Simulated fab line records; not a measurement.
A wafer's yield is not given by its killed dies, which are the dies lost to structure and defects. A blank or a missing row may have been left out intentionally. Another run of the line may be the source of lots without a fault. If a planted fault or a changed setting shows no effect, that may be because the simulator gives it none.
What tool caused it? / flow n5Finfet / Sampling: 24 lots, 72 wafers, 5 of 1938 route steps

## WHAT THE GAUGES READ, wafer by wafer
N5_ILD0_THK_MEAS_08.
lot=L074; measured=day 3 13:29; on=filmMetro-01; thkNm (nm)=139.0 137.0 139.4
lot=L075; measured=day 3 18:36; on=filmMetro-02; thkNm (nm)=140.1 138.8 138.0
lot=L076; measured=day 4 05:04; on=filmMetro-01; thkNm (nm)=137.6 139.7 137.5
lot=L077; measured=day 4 08:31; on=filmMetro-02; thkNm (nm)=138.0 137.8 137.5
lot=L078; measured=day 4 14:20; on=filmMetro-02; thkNm (nm)=140.1 140.0 139.2
lot=L079; measured=day 4 21:32; on=filmMetro-02; thkNm (nm)=137.5 136.6 139.2
lot=L080; measured=day 5 03:53; on=filmMetro-02; thkNm (nm)=138.1 138.6 137.6
lot=L081; measured=day 5 12:44; on=filmMetro-02; thkNm (nm)=141.5 139.3 139.8
lot=L082; measured=day 5 14:16; on=filmMetro-01; thkNm (nm)=138.1 137.0 137.3
lot=L083; measured=day 5 21:40; on=filmMetro-02; thkNm (nm)=139.6 138.9 139.5
lot=L084; measured=day 6 01:54; on=filmMetro-01; thkNm (nm)=137.9 138.5 139.3
lot=L085; measured=day 6 10:59; on=filmMetro-02; thkNm (nm)=139.7 137.9 140.7
lot=L086; measured=day 6 13:10; on=filmMetro-01; thkNm (nm)=139.6 138.5 139.9
lot=L087; measured=day 6 22:45; on=filmMetro-02; thkNm (nm)=135.3 136.1 137.3
lot=L088; measured=day 7 00:40; on=filmMetro-02; thkNm (nm)=137.8 137.8 137.4
lot=L089; measured=day 7 14:32; on=filmMetro-02; thkNm (nm)=139.5 139.4 139.6
lot=L090; measured=day 7 16:35; on=filmMetro-01; thkNm (nm)=139.0 139.5 139.7
lot=L091; measured=day 7 23:10; on=filmMetro-02; thkNm (nm)=136.8 136.9 137.7
lot=L092; measured=day 8 04:21; on=filmMetro-01; thkNm (nm)=138.6 139.6 138.8
lot=L093; measured=day 8 10:34; on=filmMetro-01; thkNm (nm)=140.5 139.6 141.7
lot=L094; measured=day 8 16:49; on=filmMetro-02; thkNm (nm)=139.0 137.5 138.5
lot=L095; measured=day 8 22:56; on=filmMetro-01; thkNm (nm)=137.1 137.7 137.3
lot=L096; measured=day 9 04:01; on=filmMetro-01; thkNm (nm)=138.6 141.4 140.5
lot=L097; measured=day 9 10:32; on=filmMetro-02; thkNm (nm)=137.9 138.5 138.2

N5_SDB_INSPECT_13: inspects for defects (brightfield).
lot=L074; measured=day 3 17:09; on=defectInspect-01; rawDefectCount=76 53 80
lot=L075; measured=day 3 22:15; on=defectInspect-02; rawDefectCount=90 60 52
lot=L076; measured=day 4 09:31; on=defectInspect-02; rawDefectCount=132 111 97
lot=L077; measured=day 4 12:18; on=defectInspect-02; rawDefectCount=110 84 44
lot=L078; measured=day 4 18:13; on=defectInspect-02; rawDefectCount=75 57 94
lot=L079; measured=day 5 01:19; on=defectInspect-02; rawDefectCount=112 71 115
lot=L080; measured=day 5 07:32; on=defectInspect-02; rawDefectCount=107 75 104
lot=L081; measured=day 5 16:31; on=defectInspect-01; rawDefectCount=147 80 109
lot=L082; measured=day 5 18:03; on=defectInspect-02; rawDefectCount=27 36 42
lot=L083; measured=day 6 01:26; on=defectInspect-02; rawDefectCount=122 62 76
lot=L084; measured=day 6 05:52; on=defectInspect-01; rawDefectCount=54 92 57
lot=L085; measured=day 6 14:46; on=defectInspect-01; rawDefectCount=75 35 80
lot=L086; measured=day 6 16:57; on=defectInspect-02; rawDefectCount=63 72 73
lot=L087; measured=day 7 02:25; on=defectInspect-02; rawDefectCount=126 90 97
lot=L088; measured=day 7 04:20; on=defectInspect-02; rawDefectCount=59 117 114
lot=L089; measured=day 7 18:23; on=defectInspect-02; rawDefectCount=73 44 36
lot=L090; measured=day 7 20:22; on=defectInspect-02; rawDefectCount=83 75 137
lot=L091; measured=day 8 03:13; on=defectInspect-02; rawDefectCount=47 71 68
lot=L092; measured=day 8 08:08; on=defectInspect-02; rawDefectCount=157 74 102
lot=L093; measured=day 8 14:31; on=defectInspect-02; rawDefectCount=42 39 58
lot=L094; measured=day 8 20:37; on=defectInspect-01; rawDefectCount=95 90 75
lot=L095; measured=day 9 03:14; on=defectInspect-02; rawDefectCount=74 91 64
lot=L096; measured=day 9 07:41; on=defectInspect-01; rawDefectCount=76 105 60
lot=L097; measured=day 9 14:19; on=defectInspect-01; rawDefectCount=130 133 145

## WHICH TOOL RAN EACH LOT (tool, then ch and the chambers of the sampled wafers, then the start)
lot=L074; N5_SD_EPI_P_ETCH_36=rieDiel-02 ch 1,2,3, day 3 05:27; N5_SD_EPI_P_SD_RECESS_17=rieSi-01 ch 0,2,3, day 3 06:06; N5_ILD0_LINER_00=aldSin-01 ch 2,3, day 3 10:29
lot=L075; N5_SD_EPI_P_ETCH_36=rieDiel-04 ch 0,1,3, day 3 10:57; N5_SD_EPI_P_SD_RECESS_17=rieSi-02 ch 1,2,3, day 3 11:36; N5_ILD0_LINER_00=aldSin-04 ch 0,1, day 3 15:37
lot=L076; N5_SD_EPI_P_ETCH_36=rieDiel-02 ch 0,2, day 3 21:36; N5_SD_EPI_P_SD_RECESS_17=rieSi-01 ch 0,2,3, day 3 22:15; N5_ILD0_LINER_00=aldSin-02 ch 1,2,3, day 4 02:05
lot=L077; N5_SD_EPI_P_ETCH_36=rieDiel-04 ch 0,3, day 4 00:55; N5_SD_EPI_P_SD_RECESS_17=rieSi-01 ch 1,2, day 4 01:34; N5_ILD0_LINER_00=aldSin-01 ch 1,2, day 4 05:32
lot=L078; N5_SD_EPI_P_ETCH_36=rieDiel-05 ch 0,2,3, day 4 05:36; N5_SD_EPI_P_SD_RECESS_17=rieSi-01 ch 0,1,2, day 4 06:16; N5_ILD0_LINER_00=aldSin-01 ch 0,1, day 4 11:20
lot=L079; N5_SD_EPI_P_ETCH_36=rieDiel-02 ch 0,2,3, day 4 13:31; N5_SD_EPI_P_SD_RECESS_17=rieSi-01 ch 1,2, day 4 14:10; N5_ILD0_LINER_00=aldSin-04 ch 0,1, day 4 18:32
lot=L080; N5_SD_EPI_P_ETCH_36=rieDiel-05 ch 0,1,3, day 4 18:57; N5_SD_EPI_P_SD_RECESS_17=rieSi-01 ch 0,2, day 4 19:36; N5_ILD0_LINER_00=aldSin-01 ch 0,1,3, day 5 00:54
lot=L081; N5_SD_EPI_P_ETCH_36=rieDiel-02 ch 1,3, day 5 04:12; N5_SD_EPI_P_SD_RECESS_17=rieSi-02 ch 0,2,3, day 5 04:51; N5_ILD0_LINER_00=aldSin-02 ch 1,2, day 5 09:46
lot=L082; N5_SD_EPI_P_ETCH_36=rieDiel-05 ch 0,2, day 5 05:58; N5_SD_EPI_P_SD_RECESS_17=rieSi-01 ch 2,3, day 5 06:37; N5_ILD0_LINER_00=aldSin-02 ch 0,2,3, day 5 10:42
lot=L083; N5_SD_EPI_P_ETCH_36=rieDiel-04 ch 1,2,3, day 5 13:04; N5_SD_EPI_P_SD_RECESS_17=rieSi-02 ch 0,1, day 5 13:43; N5_ILD0_LINER_00=aldSin-01 ch 0,2,3, day 5 18:32
lot=L084; N5_SD_EPI_P_ETCH_36=rieDiel-04 ch 1,2, day 5 18:25; N5_SD_EPI_P_SD_RECESS_17=rieSi-02 ch 1,2, day 5 19:04; N5_ILD0_LINER_00=aldSin-02 ch 0,3, day 5 22:54
lot=L085; N5_SD_EPI_P_ETCH_36=rieDiel-02 ch 0,2,3, day 6 02:41; N5_SD_EPI_P_SD_RECESS_17=rieSi-02 ch 0,2, day 6 03:20; N5_ILD0_LINER_00=aldSin-04 ch 1,2,3, day 6 07:59
lot=L086; N5_SD_EPI_P_ETCH_36=rieDiel-04 ch 0,1,2, day 6 05:28; N5_SD_EPI_P_SD_RECESS_17=rieSi-01 ch 0,3, day 6 06:07; N5_ILD0_LINER_00=aldSin-01 ch 0,2,3, day 6 10:11
lot=L087; N5_SD_EPI_P_ETCH_36=rieDiel-05 ch 0,2, day 6 13:16; N5_SD_EPI_P_SD_RECESS_17=rieSi-01 ch 0,2, day 6 13:55; N5_ILD0_LINER_00=aldSin-04 ch 2,3, day 6 19:46
lot=L088; N5_SD_EPI_P_ETCH_36=rieDiel-04 ch 0,1,2, day 6 17:11; N5_SD_EPI_P_SD_RECESS_17=rieSi-01 ch 0,2,3, day 6 17:50; N5_ILD0_LINER_00=aldSin-04 ch 0,2,3, day 6 21:40
lot=L089; N5_SD_EPI_P_ETCH_36=rieDiel-04 ch 0,3, day 7 05:47; N5_SD_EPI_P_SD_RECESS_17=rieSi-06 ch 0,2,3, day 7 06:26; N5_ILD0_LINER_00=aldSin-02 ch 1,2,3, day 7 11:22
lot=L090; N5_SD_EPI_P_ETCH_36=rieDiel-05 ch 0,2, day 7 08:05; N5_SD_EPI_P_SD_RECESS_17=rieSi-06 ch 1,2,3, day 7 08:44; N5_ILD0_LINER_00=aldSin-02 ch 0,2, day 7 13:29
lot=L091; N5_SD_EPI_P_ETCH_36=rieDiel-05 ch 1,2, day 7 12:28; N5_SD_EPI_P_SD_RECESS_17=rieSi-06 ch 0,1,2, day 7 13:07; N5_ILD0_LINER_00=aldSin-02 ch 0,1,2, day 7 20:11
lot=L092; N5_SD_EPI_P_ETCH_36=rieDiel-05 ch 0,1, day 7 19:59; N5_SD_EPI_P_SD_RECESS_17=rieSi-06 ch 1,3, day 7 20:38; N5_ILD0_LINER_00=aldSin-04 ch 0,2,3, day 8 01:22
lot=L093; N5_SD_EPI_P_ETCH_36=rieDiel-02 ch 1,2, day 8 01:08; N5_SD_EPI_P_SD_RECESS_17=rieSi-06 ch 0,2,3, day 8 01:47; N5_ILD0_LINER_00=aldSin-02 ch 0,1,3, day 8 07:35
lot=L094; N5_SD_EPI_P_ETCH_36=rieDiel-05 ch 0,1,2, day 8 09:11; N5_SD_EPI_P_SD_RECESS_17=rieSi-02 ch 0,1,3, day 8 09:50; N5_ILD0_LINER_00=aldSin-02 ch 1,2,3, day 8 13:42
lot=L095; N5_SD_EPI_P_ETCH_36=rieDiel-02 ch 1,2,3, day 8 15:09; N5_SD_EPI_P_SD_RECESS_17=rieSi-06 ch 1,2,3, day 8 15:46; N5_ILD0_LINER_00=aldSin-01 ch 0,1,2, day 8 19:56
lot=L096; N5_SD_EPI_P_ETCH_36=rieDiel-05 ch 2,3, day 8 20:30; N5_SD_EPI_P_SD_RECESS_17=rieSi-02 ch 0,2,3, day 8 21:09; N5_ILD0_LINER_00=aldSin-02 ch 0,3, day 9 01:02
lot=L097; N5_SD_EPI_P_ETCH_36=rieDiel-02 ch 0,1, day 9 02:13; N5_SD_EPI_P_SD_RECESS_17=rieSi-01 ch 0,2,3, day 9 02:52; N5_ILD0_LINER_00=aldSin-01 ch 0,1, day 9 07:11
- N5_SD_EPI_P_ETCH_36: etches SiARC in CF4, target depth 45.5 nm, time 75.8 s.
- N5_SD_EPI_P_SD_RECESS_17: chemistry HBr/Cl2/O2, target depth 39.1 nm, bt time 3 s.
- N5_ILD0_LINER_00: material SiNx, target thk 4 nm, pulse time 1 s, purge time 2 s.

## AS READ BY THE TOOLS THEMSELVES (means over the sampled wafers that have a number; for cases with no such wafer, the mark the record gives instead)
N5_SD_EPI_P_ETCH_36.
lot=L074; tool=rieDiel-02; drypumpMotorCurrentA (A)=5.7; etchRfOnTimeS (s)=76.9; oesProductAu (a.u.)=0.60; rfVppV (V)=185.1; showerheadPlenumPTorr (Torr)=2.18; throttleValvePct (%)=15.71
lot=L075; tool=rieDiel-04; drypumpMotorCurrentA (A)=5.7; etchRfOnTimeS (s)=77.9; oesProductAu (a.u.)=0.63; rfVppV (V)=184.5; showerheadPlenumPTorr (Torr)=2.14; throttleValvePct (%)=15.75
lot=L076; tool=rieDiel-02; drypumpMotorCurrentA (A)=5.4; etchRfOnTimeS (s)=77.9; oesProductAu (a.u.)=0.62; rfVppV (V)=183.5; showerheadPlenumPTorr (Torr)=2.11; throttleValvePct (%)=15.68
lot=L077; tool=rieDiel-04; drypumpMotorCurrentA (A)=5.6; etchRfOnTimeS (s)=77.9; oesProductAu (a.u.)=0.62; rfVppV (V)=184.0; showerheadPlenumPTorr (Torr)=2.10; throttleValvePct (%)=15.89
lot=L078; tool=rieDiel-05; drypumpMotorCurrentA (A)=5.8; etchRfOnTimeS (s)=77.0; oesProductAu (a.u.)=0.63; rfVppV (V)=183.4; showerheadPlenumPTorr (Torr)=2.10; throttleValvePct (%)=15.63
lot=L079; tool=rieDiel-02; drypumpMotorCurrentA (A)=5.5; etchRfOnTimeS (s)=77.7; oesProductAu (a.u.)=0.60; rfVppV (V)=184.2; showerheadPlenumPTorr (Torr)=2.12; throttleValvePct (%)=15.76
lot=L080; tool=rieDiel-05; drypumpMotorCurrentA (A)=5.6; etchRfOnTimeS (s)=77.1; oesProductAu (a.u.)=0.66; rfVppV (V)=184.0; showerheadPlenumPTorr (Torr)=2.12; throttleValvePct (%)=15.63
lot=L081; tool=rieDiel-02; drypumpMotorCurrentA (A)=5.7; etchRfOnTimeS (s)=78.5; oesProductAu (a.u.)=0.58; rfVppV (V)=184.3; showerheadPlenumPTorr (Torr)=2.18; throttleValvePct (%)=15.72
lot=L082; tool=rieDiel-05; drypumpMotorCurrentA (A)=5.5; etchRfOnTimeS (s)=76.8; oesProductAu (a.u.)=0.64; rfVppV (V)=183.5; showerheadPlenumPTorr (Torr)=2.14; throttleValvePct (%)=15.48
lot=L083; tool=rieDiel-04; drypumpMotorCurrentA (A)=5.7; etchRfOnTimeS (s)=76.0; oesProductAu (a.u.)=0.62; rfVppV (V)=183.7; showerheadPlenumPTorr (Torr)=2.13; throttleValvePct (%)=15.70
lot=L084; tool=rieDiel-04; drypumpMotorCurrentA (A)=5.8; etchRfOnTimeS (s)=75.7; oesProductAu (a.u.)=0.62; rfVppV (V)=185.1; showerheadPlenumPTorr (Torr)=2.19; throttleValvePct (%)=15.57
lot=L085; tool=rieDiel-02; drypumpMotorCurrentA (A)=5.5; etchRfOnTimeS (s)=77.2; oesProductAu (a.u.)=0.59; rfVppV (V)=184.3; showerheadPlenumPTorr (Torr)=2.12; throttleValvePct (%)=15.77
lot=L086; tool=rieDiel-04; drypumpMotorCurrentA (A)=5.8; etchRfOnTimeS (s)=79.0; oesProductAu (a.u.)=0.61; rfVppV (V)=184.7; showerheadPlenumPTorr (Torr)=2.16; throttleValvePct (%)=15.71
lot=L087; tool=rieDiel-05; drypumpMotorCurrentA (A)=5.7; etchRfOnTimeS (s)=75.5; oesProductAu (a.u.)=0.64; rfVppV (V)=184.4; showerheadPlenumPTorr (Torr)=2.14; throttleValvePct (%)=15.44
lot=L088; tool=rieDiel-04; drypumpMotorCurrentA (A)=5.8; etchRfOnTimeS (s)=78.3; oesProductAu (a.u.)=0.61; rfVppV (V)=184.1; showerheadPlenumPTorr (Torr)=2.16; throttleValvePct (%)=15.71
lot=L089; tool=rieDiel-04; drypumpMotorCurrentA (A)=5.6; etchRfOnTimeS (s)=78.0; oesProductAu (a.u.)=0.61; rfVppV (V)=184.2; showerheadPlenumPTorr (Torr)=2.10; throttleValvePct (%)=15.92
lot=L090; tool=rieDiel-05; drypumpMotorCurrentA (A)=5.7; etchRfOnTimeS (s)=76.1; oesProductAu (a.u.)=0.64; rfVppV (V)=184.3; showerheadPlenumPTorr (Torr)=2.13; throttleValvePct (%)=15.46
lot=L091; tool=rieDiel-05; drypumpMotorCurrentA (A)=5.6; etchRfOnTimeS (s)=75.7; oesProductAu (a.u.)=0.67; rfVppV (V)=185.1; showerheadPlenumPTorr (Torr)=2.15; throttleValvePct (%)=15.41
lot=L092; tool=rieDiel-05; drypumpMotorCurrentA (A)=5.2; etchRfOnTimeS (s)=77.0; oesProductAu (a.u.)=0.66; rfVppV (V)=183.2; showerheadPlenumPTorr (Torr)=2.15; throttleValvePct (%)=15.52
lot=L093; tool=rieDiel-02; drypumpMotorCurrentA (A)=5.8; etchRfOnTimeS (s)=77.9; oesProductAu (a.u.)=0.57; rfVppV (V)=184.0; showerheadPlenumPTorr (Torr)=2.20; throttleValvePct (%)=15.66
lot=L094; tool=rieDiel-05; drypumpMotorCurrentA (A)=5.4; etchRfOnTimeS (s)=76.1; oesProductAu (a.u.)=0.66; rfVppV (V)=183.6; showerheadPlenumPTorr (Torr)=2.15; throttleValvePct (%)=15.49
lot=L095; tool=rieDiel-02; drypumpMotorCurrentA (A)=5.7; etchRfOnTimeS (s)=78.3; oesProductAu (a.u.)=0.56; rfVppV (V)=184.1; showerheadPlenumPTorr (Torr)=2.16; throttleValvePct (%)=15.79
lot=L096; tool=rieDiel-05; drypumpMotorCurrentA (A)=6.0; etchRfOnTimeS (s)=75.4; oesProductAu (a.u.)=0.69; rfVppV (V)=184.9; showerheadPlenumPTorr (Torr)=2.18; throttleValvePct (%)=15.47
lot=L097; tool=rieDiel-02; drypumpMotorCurrentA (A)=5.6; etchRfOnTimeS (s)=79.2; oesProductAu (a.u.)=0.58; rfVppV (V)=184.0; showerheadPlenumPTorr (Torr)=2.14; throttleValvePct (%)=15.68

N5_SD_EPI_P_SD_RECESS_17.
lot=L074; tool=rieSi-01; drypumpMotorCurrentA (A)=5.7; heBacksideLeakSccm (sccm)=2.84; oesProductAu (a.u.)=0.988; throttleValvePct (%)=37.03
lot=L075; tool=rieSi-02; drypumpMotorCurrentA (A)=6.1; heBacksideLeakSccm (sccm)=2.48; oesProductAu (a.u.)=1.012; throttleValvePct (%)=37.07
lot=L076; tool=rieSi-01; drypumpMotorCurrentA (A)=5.7; heBacksideLeakSccm (sccm)=2.86; oesProductAu (a.u.)=0.988; throttleValvePct (%)=37.03
lot=L077; tool=rieSi-01; drypumpMotorCurrentA (A)=5.9; heBacksideLeakSccm (sccm)=2.85; oesProductAu (a.u.)=1.008; throttleValvePct (%)=36.81
lot=L078; tool=rieSi-01; drypumpMotorCurrentA (A)=5.9; heBacksideLeakSccm (sccm)=2.86; oesProductAu (a.u.)=1.007; throttleValvePct (%)=36.83
lot=L079; tool=rieSi-01; drypumpMotorCurrentA (A)=5.9; heBacksideLeakSccm (sccm)=2.78; oesProductAu (a.u.)=1.015; throttleValvePct (%)=36.81
lot=L080; tool=rieSi-01; drypumpMotorCurrentA (A)=5.7; heBacksideLeakSccm (sccm)=2.84; oesProductAu (a.u.)=0.993; throttleValvePct (%)=36.91
lot=L081; tool=rieSi-02; drypumpMotorCurrentA (A)=6.0; heBacksideLeakSccm (sccm)=2.59; oesProductAu (a.u.)=1.011; throttleValvePct (%)=37.06
lot=L082; tool=rieSi-01; drypumpMotorCurrentA (A)=5.7; heBacksideLeakSccm (sccm)=2.99; oesProductAu (a.u.)=0.978; throttleValvePct (%)=37.08
lot=L083; tool=rieSi-02; drypumpMotorCurrentA (A)=5.3; heBacksideLeakSccm (sccm)=2.50; oesProductAu (a.u.)=1.014; throttleValvePct (%)=36.87
lot=L084; tool=rieSi-02; drypumpMotorCurrentA (A)=5.7; heBacksideLeakSccm (sccm)=2.44; oesProductAu (a.u.)=1.012; throttleValvePct (%)=36.96
lot=L085; tool=rieSi-02; drypumpMotorCurrentA (A)=6.0; heBacksideLeakSccm (sccm)=2.75; oesProductAu (a.u.)=1.007; throttleValvePct (%)=37.03
lot=L086; tool=rieSi-01; drypumpMotorCurrentA (A)=5.8; heBacksideLeakSccm (sccm)=3.17; oesProductAu (a.u.)=1.002; throttleValvePct (%)=36.97
lot=L087; tool=rieSi-01; drypumpMotorCurrentA (A)=5.8; heBacksideLeakSccm (sccm)=3.00; oesProductAu (a.u.)=1.000; throttleValvePct (%)=36.85
lot=L088; tool=rieSi-01; drypumpMotorCurrentA (A)=5.7; heBacksideLeakSccm (sccm)=2.90; oesProductAu (a.u.)=0.991; throttleValvePct (%)=37.02
lot=L089; tool=rieSi-06; drypumpMotorCurrentA (A)=5.3; heBacksideLeakSccm (sccm)=2.63; oesProductAu (a.u.)=0.992; throttleValvePct (%)=36.74
lot=L090; tool=rieSi-06; drypumpMotorCurrentA (A)=5.4; heBacksideLeakSccm (sccm)=2.50; oesProductAu (a.u.)=0.985; throttleValvePct (%)=37.19
lot=L091; tool=rieSi-06; drypumpMotorCurrentA (A)=5.4; heBacksideLeakSccm (sccm)=2.65; oesProductAu (a.u.)=0.985; throttleValvePct (%)=36.94
lot=L092; tool=rieSi-06; drypumpMotorCurrentA (A)=5.5; heBacksideLeakSccm (sccm)=2.27; oesProductAu (a.u.)=0.979; throttleValvePct (%)=37.16
lot=L093; tool=rieSi-06; drypumpMotorCurrentA (A)=5.3; heBacksideLeakSccm (sccm)=2.63; oesProductAu (a.u.)=0.989; throttleValvePct (%)=36.74
lot=L094; tool=rieSi-02; drypumpMotorCurrentA (A)=5.7; heBacksideLeakSccm (sccm)=2.55; oesProductAu (a.u.)=1.007; throttleValvePct (%)=36.99
lot=L095; tool=rieSi-06; drypumpMotorCurrentA (A)=5.4; heBacksideLeakSccm (sccm)=2.54; oesProductAu (a.u.)=0.985; throttleValvePct (%)=37.19
lot=L096; tool=rieSi-02; drypumpMotorCurrentA (A)=6.0; heBacksideLeakSccm (sccm)=2.69; oesProductAu (a.u.)=1.013; throttleValvePct (%)=37.06
lot=L097; tool=rieSi-01; drypumpMotorCurrentA (A)=5.7; heBacksideLeakSccm (sccm)=3.13; oesProductAu (a.u.)=0.989; throttleValvePct (%)=37.03

N5_ILD0_LINER_00.
lot=L074; tool=aldSin-01; heaterPowerW (W)=942; precursorPulseHeightRel=1.015
lot=L075; tool=aldSin-04; heaterPowerW (W)=729; precursorPulseHeightRel=0.979
lot=L076; tool=aldSin-02; heaterPowerW (W)=894; precursorPulseHeightRel=1.004
lot=L077; tool=aldSin-01; heaterPowerW (W)=817; precursorPulseHeightRel=1.008
lot=L078; tool=aldSin-01; heaterPowerW (W)=837; precursorPulseHeightRel=0.988
lot=L079; tool=aldSin-04; heaterPowerW (W)=731; precursorPulseHeightRel=1.000
lot=L080; tool=aldSin-01; heaterPowerW (W)=900; precursorPulseHeightRel=0.999
lot=L081; tool=aldSin-02; heaterPowerW (W)=862; precursorPulseHeightRel=0.967
lot=L082; tool=aldSin-02; heaterPowerW (W)=819; precursorPulseHeightRel=0.997
lot=L083; tool=aldSin-01; heaterPowerW (W)=880; precursorPulseHeightRel=0.999
lot=L084; tool=aldSin-02; heaterPowerW (W)=780; precursorPulseHeightRel=0.998
lot=L085; tool=aldSin-04; heaterPowerW (W)=839; precursorPulseHeightRel=1.004
lot=L086; tool=aldSin-01; heaterPowerW (W)=874; precursorPulseHeightRel=0.982
lot=L087; tool=aldSin-04; heaterPowerW (W)=871; precursorPulseHeightRel=1.007
lot=L088; tool=aldSin-04; heaterPowerW (W)=835; precursorPulseHeightRel=0.999
lot=L089; tool=aldSin-02; heaterPowerW (W)=852; precursorPulseHeightRel=1.000
lot=L090; tool=aldSin-02; heaterPowerW (W)=818; precursorPulseHeightRel=0.987
lot=L091; tool=aldSin-02; heaterPowerW (W)=833; precursorPulseHeightRel=0.966
lot=L092; tool=aldSin-04; heaterPowerW (W)=833; precursorPulseHeightRel=1.016
lot=L093; tool=aldSin-02; heaterPowerW (W)=815; precursorPulseHeightRel=1.009
lot=L094; tool=aldSin-02; heaterPowerW (W)=857; precursorPulseHeightRel=0.997
lot=L095; tool=aldSin-01; heaterPowerW (W)=833; precursorPulseHeightRel=1.016
lot=L096; tool=aldSin-02; heaterPowerW (W)=784; precursorPulseHeightRel=1.012
lot=L097; tool=aldSin-01; heaterPowerW (W)=832; precursorPulseHeightRel=1.000

## THE ANSWER, worked out from the rows above alone
Rule: the lots themselves supply what counts as usual. Put in order of their means at a reading, lots are off if they are a third of the lots or fewer, leave a main group of 4 or more, and stand apart from it by a gap of 3 or more times the standard deviation of the main group's means; of several such gaps the widest counts. Not used: any main group whose means are identical at the precision the tables above print for the reading. Also off: a lot with no number at a reading for which 4 or more lots have one. Where the step has rows for the other lots, those lots are counted as sound. After the gauges, taken in route order, come the tools' own readings; for these a lot's mean is taken, as printed above. The first step at which some lot is off is used, and at that step the reading that is off furthest; a lot without a number counts as furthest.
Across all readings shown, no lot is off: no conclusion can be drawn from this.

## WHAT WAS PUT IN BY THE SIMULATOR
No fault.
